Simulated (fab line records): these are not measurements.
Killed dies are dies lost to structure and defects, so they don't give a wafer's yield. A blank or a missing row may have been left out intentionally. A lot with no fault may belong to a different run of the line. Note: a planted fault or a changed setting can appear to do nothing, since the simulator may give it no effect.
fab line records || flow n5-finfet
record {"lots": 11, "wafers": 33, "last-day": 18}
route steps=1938 shown BEOL_M7@1330 BEOL_M8@1335
lots with no fault: from the same line, run without faults
start-h: hours from the record's opening day to when the first of the lot's shown wafers began || wait-h: hours elapsed since this lot's preceding step || " the same as in the row above || L1.1+2: a row that stands for several wafers || - no value, or no start was given || * or withheld: withheld || < > ~ a bound
route shown NAME@n: NAME is a module with steps in the file, n the number in the route of the first one || usual: the fault-free wafers' mean and standard deviation || same: alike in all rows || chamber/n: place in a boat || sites: the reading at each site || _std_site: their standard deviation || _edge_site: the outer-site mean with the inner-site mean subtracted || radius-mm: how far each site lies from the wafer's centre || mask NAME#n: copy n || behind: tool/chamber where the wafer was last shaped || hold: what put the lot on hold/how long, in hours/how the hold closed || device: whichever transistor did not switch (one of n, p or np) || end of line: the route-end tests of the same wafers || step lacking rows: just its recipe || killed: at the first sort, the dies lost to defects and structure; wafer yield is something else || map: a wafer's dies, marking killed ones x, the rest . and places with no die _
set.NAME: the setting the step ran with; set.NAME@STEP: the setting that earlier step ran with || model.NAME: the simulator's own value behind a step, which no gauge read
one table for each step of the route and one row for each wafer, over a sample of lots
services: when a tool's chamber went out of use (start-h, in hours from the record's first day, below 0 if earlier), for how many hours, and the reason
## steps
# step N5_BEOL_M7_RS_MEAS_57
# recipe {"thk-meas-gauge": "four-point-probe", "reads": "Cu_of_BEOL_M7_ECD_50+Co_of_BEOL_M7_CVD_78+TaN_of_BEOL_M7_ALD_77"}
# usual {"M7_RS": "0.287/0.01"}
{"lot.wafer": "L462.1", "tool": "film-metro-01", "chamber": "-", "start-h": 206.36, "wait-h": 0.1, "M7_RS[ohm/sq]": 0.285}
{"lot.wafer": "L462.5", "tool": "film-metro-01", "chamber": "-", "start-h": 206.36, "wait-h": 0.1, "M7_RS[ohm/sq]": 0.279}
{"lot.wafer": "L462.6", "tool": "film-metro-01", "chamber": "-", "start-h": 206.36, "wait-h": 0.1, "M7_RS[ohm/sq]": 0.289}
{"lot.wafer": "L464.2", "tool": "film-metro-01", "chamber": "-", "start-h": 213.69, "wait-h": 0.1, "M7_RS[ohm/sq]": 0.295}
{"lot.wafer": "L464.5", "tool": "film-metro-01", "chamber": "-", "start-h": 213.69, "wait-h": 0.1, "M7_RS[ohm/sq]": 0.295}
{"lot.wafer": "L464.6", "tool": "film-metro-01", "chamber": "-", "start-h": 213.69, "wait-h": 0.1, "M7_RS[ohm/sq]": 0.295}
{"lot.wafer": "L465.3", "tool": "film-metro-01", "chamber": "-", "start-h": 224.59, "wait-h": 0.1, "M7_RS[ohm/sq]": 0.287}
{"lot.wafer": "L465.5", "tool": "film-metro-01", "chamber": "-", "start-h": 224.59, "wait-h": 0.1, "M7_RS[ohm/sq]": 0.292}
{"lot.wafer": "L465.6", "tool": "film-metro-01", "chamber": "-", "start-h": 224.59, "wait-h": 0.1, "M7_RS[ohm/sq]": 0.291}
{"lot.wafer": "L466.2", "tool": "film-metro-01", "chamber": "-", "start-h": 234.69, "wait-h": 0.1, "M7_RS[ohm/sq]": 0.281}
{"lot.wafer": "L466.5", "tool": "film-metro-01", "chamber": "-", "start-h": 234.69, "wait-h": 0.1, "M7_RS[ohm/sq]": 0.273}
{"lot.wafer": "L466.6", "tool": "film-metro-01", "chamber": "-", "start-h": 234.69, "wait-h": 0.1, "M7_RS[ohm/sq]": 0.286}
{"lot.wafer": "L470.2", "tool": "film-metro-01", "chamber": "-", "start-h": 258.24, "wait-h": 0.1, "M7_RS[ohm/sq]": 0.303}
{"lot.wafer": "L470.5", "tool": "film-metro-01", "chamber": "-", "start-h": 258.24, "wait-h": 0.1, "M7_RS[ohm/sq]": 0.291}
{"lot.wafer": "L470.6", "tool": "film-metro-01", "chamber": "-", "start-h": 258.24, "wait-h": 0.1, "M7_RS[ohm/sq]": 0.305}
{"lot.wafer": "L476.1", "tool": "film-metro-02", "chamber": "-", "start-h": 299.72, "wait-h": 0.1, "M7_RS[ohm/sq]": 0.276}
{"lot.wafer": "L476.2", "tool": "film-metro-02", "chamber": "-", "start-h": 299.72, "wait-h": 0.1, "M7_RS[ohm/sq]": 0.279}
{"lot.wafer": "L476.5", "tool": "film-metro-02", "chamber": "-", "start-h": 299.72, "wait-h": 0.1, "M7_RS[ohm/sq]": 0.284}
{"lot.wafer": "L478.1", "tool": "film-metro-01", "chamber": "-", "start-h": 301.80, "wait-h": 0.1, "M7_RS[ohm/sq]": 0.275}
{"lot.wafer": "L478.2", "tool": "film-metro-01", "chamber": "-", "start-h": 301.80, "wait-h": 0.1, "M7_RS[ohm/sq]": 0.290}
{"lot.wafer": "L478.5", "tool": "film-metro-01", "chamber": "-", "start-h": 301.80, "wait-h": 0.1, "M7_RS[ohm/sq]": 0.303}
{"lot.wafer": "L479.1", "tool": "film-metro-02", "chamber": "-", "start-h": 315.87, "wait-h": 0.1, "M7_RS[ohm/sq]": 0.273}
{"lot.wafer": "L479.2", "tool": "film-metro-02", "chamber": "-", "start-h": 315.87, "wait-h": 0.1, "M7_RS[ohm/sq]": 0.289}
{"lot.wafer": "L479.3", "tool": "film-metro-02", "chamber": "-", "start-h": 315.87, "wait-h": 0.1, "M7_RS[ohm/sq]": 0.293}
{"lot.wafer": "L482.2", "tool": "film-metro-02", "chamber": "-", "start-h": 321.09, "wait-h": 0.1, "M7_RS[ohm/sq]": 0.307}
{"lot.wafer": "L482.3", "tool": "film-metro-02", "chamber": "-", "start-h": 321.09, "wait-h": 0.1, "M7_RS[ohm/sq]": 0.291}
{"lot.wafer": "L482.4", "tool": "film-metro-02", "chamber": "-", "start-h": 321.09, "wait-h": 0.1, "M7_RS[ohm/sq]": 0.314}
{"lot.wafer": "L483.2", "tool": "film-metro-02", "chamber": "-", "start-h": 353.09, "wait-h": 0.1, "M7_RS[ohm/sq]": 0.280}
{"lot.wafer": "L483.3", "tool": "film-metro-02", "chamber": "-", "start-h": 353.09, "wait-h": 0.1, "M7_RS[ohm/sq]": 0.279}
{"lot.wafer": "L483.6", "tool": "film-metro-02", "chamber": "-", "start-h": 353.09, "wait-h": 0.1, "M7_RS[ohm/sq]": 0.287}
{"lot.wafer": "L484.1", "tool": "film-metro-02", "chamber": "-", "start-h": 371.97, "wait-h": 0.1, "M7_RS[ohm/sq]": 0.290}
{"lot.wafer": "L484.5", "tool": "film-metro-02", "chamber": "-", "start-h": 371.97, "wait-h": 0.1, "M7_RS[ohm/sq]": 0.294}
{"lot.wafer": "L484.6", "tool": "film-metro-02", "chamber": "-", "start-h": 371.97, "wait-h": 0.1, "M7_RS[ohm/sq]": 0.285}
# step N5_BEOL_M8_PECVD_70
# recipe {"material": "SiO2", "target-thk-a": 200, "temp-c": 400, "precursor": "TEOS/O2", "pressure-torr": 5.5, "rf-w": 450, "teos-flow-sccm": 53.8, "gas": "O2", "flow-sccm": 3000, "time-s": 22.7}
# usual {"heater-power-w": "728/65", "rf-fwd-power-W": "444.6/2.1", "showerhead-plenum-p-Torr": "8.80/0.06", "showerhead-vpp-V": "1332/45", "throttle-valve-pct": "22.1/2.1"}
{"lot.wafer": "L462.1", "tool": "pecvd-03", "chamber": 2, "start-h": 207.04, "wait-h": 0.0, "heater-power-w": 759, "rf-fwd-power-W": 444.0, "showerhead-plenum-p-Torr": 8.76, "showerhead-vpp-V": 1314, "since-wet-clean-h": 519, "throttle-valve-pct": 21.4}
{"lot.wafer": "L462.5", "tool": "pecvd-03", "chamber": 0, "start-h": 207.04, "wait-h": 0.0, "heater-power-w": 729, "rf-fwd-power-W": 444.6, "showerhead-plenum-p-Torr": 8.82, "showerhead-vpp-V": 1337, "since-wet-clean-h": "-", "throttle-valve-pct": 21.8}
{"lot.wafer": "L462.6", "tool": "pecvd-03", "chamber": 2, "start-h": 207.04, "wait-h": 0.0, "heater-power-w": 760, "rf-fwd-power-W": 442.9, "showerhead-plenum-p-Torr": 8.75, "showerhead-vpp-V": 1336, "since-wet-clean-h": "-", "throttle-valve-pct": 21.8}
{"lot.wafer": "L464.2", "tool": "pecvd-03", "chamber": 2, "start-h": 214.36, "wait-h": 0.0, "heater-power-w": 810, "rf-fwd-power-W": 442.5, "showerhead-plenum-p-Torr": 8.77, "showerhead-vpp-V": 1312, "since-wet-clean-h": 527, "throttle-valve-pct": 21.9}
{"lot.wafer": "L464.5", "tool": "pecvd-03", "chamber": 0, "start-h": 214.36, "wait-h": 0.0, "heater-power-w": 743, "rf-fwd-power-W": 445.7, "showerhead-plenum-p-Torr": 8.82, "showerhead-vpp-V": 1329, "since-wet-clean-h": "-", "throttle-valve-pct": 22.1}
{"lot.wafer": "L464.6", "tool": "pecvd-03", "chamber": 1, "start-h": 214.36, "wait-h": 0.0, "heater-power-w": 583, "rf-fwd-power-W": 449.1, "showerhead-plenum-p-Torr": 8.88, "showerhead-vpp-V": 1363, "since-wet-clean-h": "-", "throttle-valve-pct": 23.6}
{"lot.wafer": "L465.3", "tool": "pecvd-03", "chamber": 2, "start-h": 225.70, "wait-h": 0.0, "heater-power-w": 706, "rf-fwd-power-W": 446.3, "showerhead-plenum-p-Torr": 8.76, "showerhead-vpp-V": 1344, "since-wet-clean-h": 538, "throttle-valve-pct": 21.7}
{"lot.wafer": "L465.5", "tool": "pecvd-03", "chamber": 1, "start-h": 225.70, "wait-h": 0.0, "heater-power-w": 620, "rf-fwd-power-W": 446.8, "showerhead-plenum-p-Torr": 8.90, "showerhead-vpp-V": 1354, "since-wet-clean-h": "-", "throttle-valve-pct": 24.0}
{"lot.wafer": "L465.6", "tool": "pecvd-03", "chamber": 2, "start-h": 225.70, "wait-h": 0.0, "heater-power-w": 739, "rf-fwd-power-W": 444.2, "showerhead-plenum-p-Torr": 8.78, "showerhead-vpp-V": 1304, "since-wet-clean-h": "-", "throttle-valve-pct": 21.6}
{"lot.wafer": "L466.2", "tool": "pecvd-03", "chamber": 0, "start-h": 235.36, "wait-h": 0.0, "heater-power-w": 734, "rf-fwd-power-W": 444.3, "showerhead-plenum-p-Torr": 8.84, "showerhead-vpp-V": 1332, "since-wet-clean-h": 1302, "throttle-valve-pct": 21.4}
{"lot.wafer": "L466.5", "tool": "pecvd-03", "chamber": 0, "start-h": 235.36, "wait-h": 0.0, "heater-power-w": 746, "rf-fwd-power-W": 445.1, "showerhead-plenum-p-Torr": 8.81, "showerhead-vpp-V": 1330, "since-wet-clean-h": "-", "throttle-valve-pct": 21.6}
{"lot.wafer": "L466.6", "tool": "pecvd-03", "chamber": 2, "start-h": 235.36, "wait-h": 0.0, "heater-power-w": 858, "rf-fwd-power-W": 444.0, "showerhead-plenum-p-Torr": 8.77, "showerhead-vpp-V": 1310, "since-wet-clean-h": "-", "throttle-valve-pct": 21.8}
{"lot.wafer": "L470.2", "tool": "pecvd-03", "chamber": 1, "start-h": 258.91, "wait-h": 0.0, "heater-power-w": 663, "rf-fwd-power-W": 446.4, "showerhead-plenum-p-Torr": 8.89, "showerhead-vpp-V": 1363, "since-wet-clean-h": 2050, "throttle-valve-pct": 24.1}
{"lot.wafer": "L470.5", "tool": "pecvd-03", "chamber": 1, "start-h": 258.91, "wait-h": 0.0, "heater-power-w": 682, "rf-fwd-power-W": 451.0, "showerhead-plenum-p-Torr": 8.92, "showerhead-vpp-V": 1322, "since-wet-clean-h": "-", "throttle-valve-pct": 23.7}
{"lot.wafer": "L470.6", "tool": "pecvd-03", "chamber": 0, "start-h": 258.91, "wait-h": 0.0, "heater-power-w": 663, "rf-fwd-power-W": 443.8, "showerhead-plenum-p-Torr": 8.85, "showerhead-vpp-V": 1339, "since-wet-clean-h": "-", "throttle-valve-pct": 22.0}
{"lot.wafer": "L476.1", "tool": "pecvd-04", "chamber": 2, "start-h": 300.40, "wait-h": 0.0, "heater-power-w": 798, "rf-fwd-power-W": 443.3, "showerhead-plenum-p-Torr": 8.70, "showerhead-vpp-V": 1252, "since-wet-clean-h": 250, "throttle-valve-pct": 20.9}
{"lot.wafer": "L476.2", "tool": "pecvd-04", "chamber": 0, "start-h": 300.40, "wait-h": 0.0, "heater-power-w": 758, "rf-fwd-power-W": 442.8, "showerhead-plenum-p-Torr": 8.75, "showerhead-vpp-V": 1346, "since-wet-clean-h": 1004, "throttle-valve-pct": 27.9}
{"lot.wafer": "L476.5", "tool": "pecvd-04", "chamber": 2, "start-h": 300.40, "wait-h": 0.0, "heater-power-w": 826, "rf-fwd-power-W": 442.9, "showerhead-plenum-p-Torr": 8.69, "showerhead-vpp-V": 1235, "since-wet-clean-h": "-", "throttle-valve-pct": 20.4}
{"lot.wafer": "L478.1", "tool": "pecvd-04", "chamber": 0, "start-h": 302.49, "wait-h": 0.0, "heater-power-w": 698, "rf-fwd-power-W": 442.7, "showerhead-plenum-p-Torr": 8.79, "showerhead-vpp-V": 1339, "since-wet-clean-h": 1006, "throttle-valve-pct": 27.9}
{"lot.wafer": "L478.2", "tool": "pecvd-04", "chamber": 2, "start-h": 302.49, "wait-h": 0.0, "heater-power-w": 825, "rf-fwd-power-W": 443.8, "showerhead-plenum-p-Torr": 8.68, "showerhead-vpp-V": 1224, "since-wet-clean-h": 252, "throttle-valve-pct": 20.7}
{"lot.wafer": "L478.5", "tool": "pecvd-04", "chamber": 0, "start-h": 302.49, "wait-h": 0.0, "heater-power-w": 710, "rf-fwd-power-W": 442.2, "showerhead-plenum-p-Torr": 8.78, "showerhead-vpp-V": 1346, "since-wet-clean-h": "-", "throttle-valve-pct": 27.9}
{"lot.wafer": "L479.1", "tool": "pecvd-03", "chamber": 1, "start-h": 316.55, "wait-h": 0.0, "heater-power-w": 576, "rf-fwd-power-W": 447.2, "showerhead-plenum-p-Torr": 8.89, "showerhead-vpp-V": 1350, "since-wet-clean-h": 2108, "throttle-valve-pct": 23.8}
{"lot.wafer": "L479.2", "tool": "pecvd-03", "chamber": 2, "start-h": 316.55, "wait-h": 0.0, "heater-power-w": 716, "rf-fwd-power-W": 444.3, "showerhead-plenum-p-Torr": 8.77, "showerhead-vpp-V": 1309, "since-wet-clean-h": 629, "throttle-valve-pct": 21.9}
{"lot.wafer": "L479.3", "tool": "pecvd-03", "chamber": 0, "start-h": 316.55, "wait-h": 0.0, "heater-power-w": 686, "rf-fwd-power-W": 446.4, "showerhead-plenum-p-Torr": 8.83, "showerhead-vpp-V": 1334, "since-wet-clean-h": 1383, "throttle-valve-pct": 21.9}
{"lot.wafer": "L482.2", "tool": "pecvd-01", "chamber": 2, "start-h": 321.79, "wait-h": 0.0, "heater-power-w": 708, "rf-fwd-power-W": 446.4, "showerhead-plenum-p-Torr": 8.81, "showerhead-vpp-V": 1383, "since-wet-clean-h": 90, "throttle-valve-pct": 19.0}
{"lot.wafer": "L482.3", "tool": "pecvd-01", "chamber": 2, "start-h": 321.79, "wait-h": 0.0, "heater-power-w": 692, "rf-fwd-power-W": 443.1, "showerhead-plenum-p-Torr": 8.82, "showerhead-vpp-V": 1378, "since-wet-clean-h": "-", "throttle-valve-pct": 19.5}
{"lot.wafer": "L482.4", "tool": "pecvd-01", "chamber": 1, "start-h": 321.79, "wait-h": 0.0, "heater-power-w": 775, "rf-fwd-power-W": 444.9, "showerhead-plenum-p-Torr": 8.77, "showerhead-vpp-V": 1285, "since-wet-clean-h": "-", "throttle-valve-pct": 21.2}
{"lot.wafer": "L483.2", "tool": "pecvd-01", "chamber": 0, "start-h": 353.77, "wait-h": 0.0, "heater-power-w": 802, "rf-fwd-power-W": 446.0, "showerhead-plenum-p-Torr": 8.88, "showerhead-vpp-V": 1282, "since-wet-clean-h": 876, "throttle-valve-pct": 24.2}
{"lot.wafer": "L483.3", "tool": "pecvd-01", "chamber": 1, "start-h": 353.77, "wait-h": 0.0, "heater-power-w": 793, "rf-fwd-power-W": 442.8, "showerhead-plenum-p-Torr": 8.74, "showerhead-vpp-V": 1307, "since-wet-clean-h": 1601, "throttle-valve-pct": 21.2}
{"lot.wafer": "L483.6", "tool": "pecvd-01", "chamber": 2, "start-h": 353.77, "wait-h": 0.0, "heater-power-w": 723, "rf-fwd-power-W": 446.8, "showerhead-plenum-p-Torr": 8.83, "showerhead-vpp-V": 1383, "since-wet-clean-h": "-", "throttle-valve-pct": 19.3}
{"lot.wafer": "L484.1", "tool": "pecvd-01", "chamber": 1, "start-h": 372.64, "wait-h": 0.0, "heater-power-w": 698, "rf-fwd-power-W": 443.5, "showerhead-plenum-p-Torr": 8.78, "showerhead-vpp-V": 1293, "since-wet-clean-h": 1620, "throttle-valve-pct": 21.0}
{"lot.wafer": "L484.5", "tool": "pecvd-01", "chamber": 0, "start-h": 372.64, "wait-h": 0.0, "heater-power-w": 833, "rf-fwd-power-W": 448.1, "showerhead-plenum-p-Torr": 8.91, "showerhead-vpp-V": 1290, "since-wet-clean-h": "-", "throttle-valve-pct": 24.4}
{"lot.wafer": "L484.6", "tool": "pecvd-01", "chamber": 2, "start-h": 372.64, "wait-h": 0.0, "heater-power-w": 702, "rf-fwd-power-W": 444.9, "showerhead-plenum-p-Torr": 8.82, "showerhead-vpp-V": 1376, "since-wet-clean-h": "-", "throttle-valve-pct": 19.3}
# step N5_BEOL_M8_COAT_59
# recipe {"resist": "SOC", "temp-c": 250, "time-s": 60, "spin-rpm": 1500, "resist-thk-nm": 100}
# usual {"dispense-pressure-kPa": "48.7/1.5", "spin-speed-rpm": "1500.0/0.86"}
{"lot.wafer": "L462.1", "tool": "litho-track-05", "chamber": 0, "start-h": 208.12, "wait-h": 0.1, "dispense-pressure-kPa": 50.1, "spin-speed-rpm": 1500.9}
{"lot.wafer": "L462.5", "tool": "litho-track-05", "chamber": 0, "start-h": 208.12, "wait-h": 0.1, "dispense-pressure-kPa": 50.1, "spin-speed-rpm": 1499.8}
{"lot.wafer": "L462.6", "tool": "litho-track-05", "chamber": 0, "start-h": 208.12, "wait-h": 0.1, "dispense-pressure-kPa": 50.1, "spin-speed-rpm": 1500.9}
{"lot.wafer": "L464.2", "tool": "litho-track-02", "chamber": 0, "start-h": 214.55, "wait-h": 0.1, "dispense-pressure-kPa": 46.6, "spin-speed-rpm": 1500.4}
{"lot.wafer": "L464.5", "tool": "litho-track-02", "chamber": 0, "start-h": 214.55, "wait-h": 0.1, "dispense-pressure-kPa": 46.6, "spin-speed-rpm": 1500.7}
{"lot.wafer": "L464.6", "tool": "litho-track-02", "chamber": 0, "start-h": 214.55, "wait-h": 0.1, "dispense-pressure-kPa": 46.6, "spin-speed-rpm": 1500.5}
{"lot.wafer": "L465.3", "tool": "litho-track-05", "chamber": 0, "start-h": 228.80, "wait-h": 0.1, "dispense-pressure-kPa": 50.1, "spin-speed-rpm": 1500.8}
{"lot.wafer": "L465.5", "tool": "litho-track-05", "chamber": 0, "start-h": 228.80, "wait-h": 0.1, "dispense-pressure-kPa": 50.1, "spin-speed-rpm": 1499.9}
{"lot.wafer": "L465.6", "tool": "litho-track-05", "chamber": 0, "start-h": 228.80, "wait-h": 0.1, "dispense-pressure-kPa": 50.1, "spin-speed-rpm": 1500.6}
{"lot.wafer": "L466.2", "tool": "litho-track-02", "chamber": 0, "start-h": 238.85, "wait-h": 0.1, "dispense-pressure-kPa": 46.6, "spin-speed-rpm": 1498.7}
{"lot.wafer": "L466.5", "tool": "litho-track-02", "chamber": 0, "start-h": 238.85, "wait-h": 0.1, "dispense-pressure-kPa": 46.6, "spin-speed-rpm": 1498.7}
{"lot.wafer": "L466.6", "tool": "litho-track-02", "chamber": 0, "start-h": 238.85, "wait-h": 0.1, "dispense-pressure-kPa": 46.6, "spin-speed-rpm": 1501.0}
{"lot.wafer": "L470.2", "tool": "litho-track-02", "chamber": 0, "start-h": 260.78, "wait-h": 0.1, "dispense-pressure-kPa": 46.6, "spin-speed-rpm": 1702.3}
{"lot.wafer": "L470.5", "tool": "litho-track-02", "chamber": 0, "start-h": 260.78, "wait-h": 0.1, "dispense-pressure-kPa": 46.6, "spin-speed-rpm": 1705.0}
{"lot.wafer": "L470.6", "tool": "litho-track-02", "chamber": 0, "start-h": 260.78, "wait-h": 0.1, "dispense-pressure-kPa": 46.6, "spin-speed-rpm": 1704.8}
{"lot.wafer": "L476.1", "tool": "litho-track-02", "chamber": 0, "start-h": 301.35, "wait-h": 0.1, "dispense-pressure-kPa": 46.6, "spin-speed-rpm": 1703.4}
{"lot.wafer": "L476.2", "tool": "litho-track-02", "chamber": 0, "start-h": 301.35, "wait-h": 0.1, "dispense-pressure-kPa": 46.6, "spin-speed-rpm": 1705.3}
{"lot.wafer": "L476.5", "tool": "litho-track-02", "chamber": 0, "start-h": 301.35, "wait-h": 0.1, "dispense-pressure-kPa": 46.6, "spin-speed-rpm": 1703.2}
{"lot.wafer": "L478.1", "tool": "litho-track-03", "chamber": 0, "start-h": 304.36, "wait-h": 0.1, "dispense-pressure-kPa": 49.5, "spin-speed-rpm": 1500.2}
{"lot.wafer": "L478.2", "tool": "litho-track-03", "chamber": 0, "start-h": 304.36, "wait-h": 0.1, "dispense-pressure-kPa": 49.5, "spin-speed-rpm": 1500.2}
{"lot.wafer": "L478.5", "tool": "litho-track-03", "chamber": 0, "start-h": 304.36, "wait-h": 0.1, "dispense-pressure-kPa": 49.5, "spin-speed-rpm": 1500.2}
{"lot.wafer": "L479.1", "tool": "litho-track-03", "chamber": 0, "start-h": 317.82, "wait-h": 0.1, "dispense-pressure-kPa": 49.5, "spin-speed-rpm": 1499.3}
{"lot.wafer": "L479.2", "tool": "litho-track-03", "chamber": 0, "start-h": 317.82, "wait-h": 0.1, "dispense-pressure-kPa": 49.6, "spin-speed-rpm": 1499.9}
{"lot.wafer": "L479.3", "tool": "litho-track-03", "chamber": 0, "start-h": 317.82, "wait-h": 0.1, "dispense-pressure-kPa": 49.5, "spin-speed-rpm": 1498.0}
{"lot.wafer": "L482.2", "tool": "litho-track-03", "chamber": 0, "start-h": 322.31, "wait-h": 0.1, "dispense-pressure-kPa": 49.5, "spin-speed-rpm": 1500.4}
{"lot.wafer": "L482.3", "tool": "litho-track-03", "chamber": 0, "start-h": 322.31, "wait-h": 0.1, "dispense-pressure-kPa": 49.5, "spin-speed-rpm": 1500.4}
{"lot.wafer": "L482.4", "tool": "litho-track-03", "chamber": 0, "start-h": 322.31, "wait-h": 0.1, "dispense-pressure-kPa": 49.5, "spin-speed-rpm": 1500.1}
{"lot.wafer": "L483.2", "tool": "litho-track-05", "chamber": 0, "start-h": 354.66, "wait-h": 0.1, "dispense-pressure-kPa": 50.1, "spin-speed-rpm": 1500.9}
{"lot.wafer": "L483.3", "tool": "litho-track-05", "chamber": 0, "start-h": 354.66, "wait-h": 0.1, "dispense-pressure-kPa": 50.2, "spin-speed-rpm": 1501.3}
{"lot.wafer": "L483.6", "tool": "litho-track-05", "chamber": 0, "start-h": 354.66, "wait-h": 0.1, "dispense-pressure-kPa": 50.2, "spin-speed-rpm": 1499.9}
{"lot.wafer": "L484.1", "tool": "litho-track-05", "chamber": 0, "start-h": 374.32, "wait-h": 0.1, "dispense-pressure-kPa": 50.2, "spin-speed-rpm": 1498.9}
{"lot.wafer": "L484.5", "tool": "litho-track-05", "chamber": 0, "start-h": 374.32, "wait-h": 0.1, "dispense-pressure-kPa": 50.2, "spin-speed-rpm": 1499.0}
{"lot.wafer": "L484.6", "tool": "litho-track-05", "chamber": 0, "start-h": 374.32, "wait-h": 0.1, "dispense-pressure-kPa": 50.2, "spin-speed-rpm": 1499.4}
# step N5_BEOL_M8_CD_MEAS_11
# recipe {"target-cd-nm": 38.5, "landing-energy-ev": 500, "detector": "se-inlens", "polarity": "opening"}
# usual {"cd-nm": "38.4/0.54"}
{"lot.wafer": "L462.1", "tool": "cd-sem-02", "chamber": 0, "start-h": 208.49, "wait-h": "-", "cd-nm": 38.4}
{"lot.wafer": "L462.5", "tool": "cd-sem-02", "chamber": 0, "start-h": 208.49, "wait-h": "-", "cd-nm": 39.2}
{"lot.wafer": "L462.6", "tool": "cd-sem-02", "chamber": 0, "start-h": 208.49, "wait-h": "-", "cd-nm": 39.0}
{"lot.wafer": "L464.2", "tool": "cd-sem-02", "chamber": 0, "start-h": 214.92, "wait-h": "-", "cd-nm": 38.3}
{"lot.wafer": "L464.5", "tool": "cd-sem-02", "chamber": 0, "start-h": 214.92, "wait-h": "-", "cd-nm": 38.3}
{"lot.wafer": "L464.6", "tool": "cd-sem-02", "chamber": 0, "start-h": 214.92, "wait-h": "-", "cd-nm": 38.0}
{"lot.wafer": "L465.3", "tool": "cd-sem-03", "chamber": 0, "start-h": 229.17, "wait-h": "-", "cd-nm": 38.9}
{"lot.wafer": "L465.5", "tool": "cd-sem-03", "chamber": 0, "start-h": 229.17, "wait-h": "-", "cd-nm": 39.1}
{"lot.wafer": "L465.6", "tool": "cd-sem-03", "chamber": 0, "start-h": 229.17, "wait-h": "-", "cd-nm": 39.3}
{"lot.wafer": "L466.2", "tool": "cd-sem-01", "chamber": 0, "start-h": 239.09, "wait-h": "-", "cd-nm": 38.7}
{"lot.wafer": "L466.5", "tool": "cd-sem-01", "chamber": 0, "start-h": 239.09, "wait-h": "-", "cd-nm": 39.0}
{"lot.wafer": "L466.6", "tool": "cd-sem-01", "chamber": 0, "start-h": 239.09, "wait-h": "-", "cd-nm": 39.1}
{"lot.wafer": "L470.2", "tool": "cd-sem-03", "chamber": 0, "start-h": 261.15, "wait-h": "-", "cd-nm": 37.7}
{"lot.wafer": "L470.5", "tool": "cd-sem-03", "chamber": 0, "start-h": 261.15, "wait-h": "-", "cd-nm": 37.8}
{"lot.wafer": "L470.6", "tool": "cd-sem-03", "chamber": 0, "start-h": 261.15, "wait-h": "-", "cd-nm": 38.5}
{"lot.wafer": "L476.1", "tool": "cd-sem-01", "chamber": 0, "start-h": 301.60, "wait-h": "-", "cd-nm": 38.2}
{"lot.wafer": "L476.2", "tool": "cd-sem-01", "chamber": 0, "start-h": 301.60, "wait-h": "-", "cd-nm": 38.9}
{"lot.wafer": "L476.5", "tool": "cd-sem-01", "chamber": 0, "start-h": 301.60, "wait-h": "-", "cd-nm": 38.7}
{"lot.wafer": "L478.1", "tool": "cd-sem-01", "chamber": 0, "start-h": 304.73, "wait-h": "-", "cd-nm": 40.0}
{"lot.wafer": "L478.2", "tool": "cd-sem-01", "chamber": 0, "start-h": 304.73, "wait-h": "-", "cd-nm": 38.7}
{"lot.wafer": "L478.5", "tool": "cd-sem-01", "chamber": 0, "start-h": 304.73, "wait-h": "-", "cd-nm": 39.0}
{"lot.wafer": "L479.1", "tool": "cd-sem-02", "chamber": 0, "start-h": 318.06, "wait-h": "-", "cd-nm": 39.7}
{"lot.wafer": "L479.2", "tool": "cd-sem-02", "chamber": 0, "start-h": 318.06, "wait-h": "-", "cd-nm": 38.8}
{"lot.wafer": "L479.3", "tool": "cd-sem-02", "chamber": 0, "start-h": 318.06, "wait-h": "-", "cd-nm": 40.1}
{"lot.wafer": "L482.2", "tool": "cd-sem-01", "chamber": 0, "start-h": 322.56, "wait-h": "-", "cd-nm": 38.4}
{"lot.wafer": "L482.3", "tool": "cd-sem-01", "chamber": 0, "start-h": 322.56, "wait-h": "-", "cd-nm": 38.4}
{"lot.wafer": "L482.4", "tool": "cd-sem-01", "chamber": 0, "start-h": 322.56, "wait-h": "-", "cd-nm": 37.7}
{"lot.wafer": "L483.2", "tool": "cd-sem-02", "chamber": 0, "start-h": 354.91, "wait-h": "-", "cd-nm": 37.5}
{"lot.wafer": "L483.3", "tool": "cd-sem-02", "chamber": 0, "start-h": 354.91, "wait-h": "-", "cd-nm": 38.0}
{"lot.wafer": "L483.6", "tool": "cd-sem-02", "chamber": 0, "start-h": 354.91, "wait-h": "-", "cd-nm": 38.8}
{"lot.wafer": "L484.1", "tool": "cd-sem-02", "chamber": 0, "start-h": 374.69, "wait-h": "-", "cd-nm": 37.7}
{"lot.wafer": "L484.5", "tool": "cd-sem-02", "chamber": 0, "start-h": 374.69, "wait-h": "-", "cd-nm": 38.8}
{"lot.wafer": "L484.6", "tool": "cd-sem-02", "chamber": 0, "start-h": 374.69, "wait-h": "-", "cd-nm": 38.3}
## services
{"tool": "pecvd-04", "chamber": 0, "start-h": 185.10, "hours": 15.7, "kind": "repair"}
{"tool": "pecvd-03", "chamber": "-", "start-h": 200.41, "hours": 0.4, "kind": "repair"}
{"tool": "pecvd-01", "chamber": 2, "start-h": 202.38, "hours": "-", "kind": "clean"}
{"tool": "pecvd-01", "chamber": 2, "start-h": 202.38, "hours": "-", "kind": "consumable-replace:showerhead"}
{"tool": "pecvd-01", "chamber": 2, "start-h": 202.38, "hours": 29.0, "kind": "scheduled-down"}
{"tool": "pecvd-01", "chamber": 2, "start-h": 202.38, "hours": 29.0, "kind": "vent-cycle"}
{"tool": "pecvd-03", "chamber": 0, "start-h": 214.70, "hours": 6.0, "kind": "repair"}
{"tool": "pecvd-04", "chamber": 2, "start-h": 216.12, "hours": "-", "kind": "calibration"}
{"tool": "pecvd-04", "chamber": "-", "start-h": 229.60, "hours": 7.4, "kind": "repair"}
{"tool": "pecvd-01", "chamber": 0, "start-h": 272.18, "hours": 70.1, "kind": "repair"}
{"tool": "pecvd-03", "chamber": "-", "start-h": 309.27, "hours": 0.5, "kind": "repair"}
{"tool": "pecvd-04", "chamber": "-", "start-h": 319.34, "hours": 11.9, "kind": "repair"}
{"tool": "litho-track-02", "chamber": "-", "start-h": 319.96, "hours": "-", "kind": "consumable-replace:filter"}
{"tool": "pecvd-03", "chamber": 1, "start-h": 335.09, "hours": 5.5, "kind": "scheduled-down"}
{"tool": "pecvd-03", "chamber": "-", "start-h": 358.62, "hours": 2.8, "kind": "repair"}
## key
first-sign {"step": "N5_BEOL_M8_COAT_59", "reading": "spin-speed-rpm", "direction": "up", "sigmas": "99+", "usual": "*", "struck": "*"}
effect none on later readings
met-at N5_BEOL_M8_COAT_59
struck-lots L470,L476
not-acting-at N5_BEOL_M7_RS_MEAS_57,N5_BEOL_M8_PECVD_70,N5_BEOL_M8_CD_MEAS_11
onset-between 238.85 260.78
fault {"kind": "process-parameter-drift", "tool": "litho-track-02", "chamber": "-", "onset-h": 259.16, "steps": "N5_BEOL_M8_COAT_59", "channel": "spin-rpm", "offset": "*", "shape": "step", "end-h": 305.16, "acts-in": "*", "stated": "*"}
